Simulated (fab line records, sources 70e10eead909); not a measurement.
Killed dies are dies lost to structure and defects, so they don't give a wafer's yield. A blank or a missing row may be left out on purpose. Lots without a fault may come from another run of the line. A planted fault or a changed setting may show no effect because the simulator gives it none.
Chamber matching | flow nand_harc | NHARC_P_GATE_STRIP_101 on rie_diel-09: 4 sister chambers
The step strips in O2, time 20 s. 16 wafers are shown with their chamber, then 8 later ones without.

WAFERS WITH THEIR CHAMBER
wafer  | chamber | drypump_motor_current_A (A) | oes_product_au (a.u.) | rf_vpp_V (V)
L517.1 | 3       | 5.9                         | 1.003                 | 58.8
L517.2 | 0       | 6.4                         | 0.981                 | 58.5
L517.5 | 0       | 6.4                         | 0.991                 | 57.1
L518.1 | 1       | 5.2                         | 0.987                 | 58.4
L518.2 | 0       | 6.4                         | 0.989                 | 59.5
L518.6 | 2       | 6.2                         | 0.982                 | 55.9
L519.1 | 3       | 5.9                         | 1.005                 | 56.7
L519.3 | 0       | 6.4                         | 0.996                 | 58.3
L519.5 | 0       | 6.4                         | 0.999                 | 60.0
L520.4 | 1       | 5.3                         | 0.998                 | 58.6
L520.5 | 0       | 6.4                         | 0.999                 | 56.8
L520.6 | 3       | 5.9                         | 1.010                 | 57.3
L521.1 | 0       | 6.4                         | 0.995                 | 58.6
L521.4 | 1       | 5.2                         | 0.994                 | 58.8
L521.6 | 1       | 5.3                         | 1.001                 | 58.8
L525.1 | 1       | 5.3                         | 0.995                 | 59.6

SIGNATURES (means of the wafers above)
reading                 | chamber 0 | chamber 1 | chamber 2 | chamber 3 | scatter within a chamber
drypump_motor_current_A | 6.400     | 5.260     | 6.200     | 5.900     | 0.0316
oes_product_au          | 0.99286   | 0.99500   | 0.98200   | 1.00600   | 0.00566
rf_vpp_V                | 58.400    | 58.840    | 55.900    | 57.600    | 0.968
Rule: a wafer's distance from a chamber is the root of the sum, over the readings, of the square of ((its reading less the chamber's mean) divided by the reading's scatter). The wafer belongs to the nearest chamber; if the next one is less than 2 further off, it can't be placed. The scatter: the root of (the sum of the squares of (reading less its chamber's mean) over the shown wafers, divided by (wafers less chambers)).

WAFERS WITHOUT THEIR CHAMBER
wafer  | drypump_motor_current_A (A) | oes_product_au (a.u.) | rf_vpp_V (V)
L525.3 | 5.9                         | 1.014                 | 58.5
L525.5 | 5.3                         | 1.000                 | 57.2
L531.2 | 5.9                         | 1.004                 | 57.3
L531.3 | 5.9                         | 1.007                 | 57.3
L531.6 | 5.2                         | 0.987                 | 57.8
L532.1 | 5.3                         | 0.990                 | 58.3
L532.5 | 6.2                         | 1.000                 | 59.7
L532.6 | 5.9                         | 1.014                 | 57.6

WHICH CHAMBER EACH WENT THROUGH
wafer  | from the rows above     | in truth
L525.3 | 3                       | 3
L525.5 | 1                       | 1
L531.2 | 3                       | 3
L531.3 | 3                       | 3
L531.6 | 1                       | 1
L532.1 | 1                       | 1
L532.5 | can't be placed: 2 or 0 | 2
L532.6 | 3                       | 3
Placed correctly: 7 of 8. Can't be placed from these rows: 1 (the true chamber is among the candidates in 1). Placed wrongly: 0.
